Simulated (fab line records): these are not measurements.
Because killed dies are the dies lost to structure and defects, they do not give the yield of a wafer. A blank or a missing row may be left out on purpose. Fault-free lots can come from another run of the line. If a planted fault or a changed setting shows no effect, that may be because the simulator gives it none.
Which of the tools did it? | flow nand_harc | 12 lots with 36 wafers sampled at 2 steps, on a route of 1302 steps

## WHAT THE GAUGES SHOWED, per wafer
NHARC_A_CHANNEL_HOLE_D1_CD_MEAS_30.
lot  | measured     | on        | cd_nm (nm)
L075 | day 9 02:23  | cd_sem-01 | 86.1 90.5 90.3
L077 | day 10 02:19 | cd_sem-02 | 90.3 90.1 85.5
L079 | day 10 13:52 | cd_sem-02 | 91.6 85.5 85.8
L082 | day 12 05:32 | cd_sem-03 | 88.7 88.4 89.9
L083 | day 12 13:47 | cd_sem-02 | 90.4 92.0 91.1
L084 | day 13 15:07 | cd_sem-01 | 93.3 91.7 90.4
L087 | day 14 07:14 | cd_sem-02 | 92.2 90.8 89.0
L089 | day 14 16:56 | cd_sem-02 | 89.4 89.2 89.9
L090 | day 15 15:37 | cd_sem-01 | 88.5 88.3 93.0
L093 | day 16 11:45 | cd_sem-01 | 90.8 89.1 93.4
L095 | day 17 23:51 | cd_sem-02 | 90.4 90.2 89.1
L097 | day 18 08:53 | cd_sem-03 | 89.5 88.3 90.8

## WHICH TOOL RAN EACH LOT (tool, then ch and the chambers of the sampled wafers, then the start)
lot  | NHARC_A_CHANNEL_HOLE_D1_ETCH_23
L075 | har_etch-01 ch 0,1, day 8 22:17
L077 | har_etch-01 ch 0,1, day 9 22:20
L079 | har_etch-02 ch 0,1, day 10 09:48
L082 | har_etch-02 ch 0,1, day 12 01:26
L083 | har_etch-01 ch 0,1, day 12 09:42
L084 | har_etch-02 ch 0,1, day 13 11:02
L087 | har_etch-01 ch 0,1, day 14 03:16
L089 | har_etch-01 ch 0, day 14 12:52
L090 | har_etch-01 ch 0,1, day 15 11:34
L093 | har_etch-02 ch 0,1, day 16 07:46
L095 | har_etch-01 ch 0,1, day 17 19:59
L097 | har_etch-02 ch 0,1, day 18 04:47
- NHARC_A_CHANNEL_HOLE_D1_ETCH_23: etches the open film in C4F8/O2/Ar, time 819 s, target depth 1600 nm.

## THE ANSWER, worked out from the rows above alone
Rule: usual is defined by the lots themselves. The widest of any qualifying gaps counts: lots, ordered by their means at a reading, are off when they make up no more than a third of the lots, leave a main group of 4 or more, and stand apart from it by 3 or more times the standard deviation of that group's means. If all means in a main group match to the digits the tables above print for the reading, that group is not used. A lot without any number at a reading at which 4 lots or more have one is off too. Where the step has rows for the other lots, those lots are counted as sound.
Nothing can be told from this: no lot is off at any reading shown.

## WHAT THE SIMULATOR HAD INSERTED
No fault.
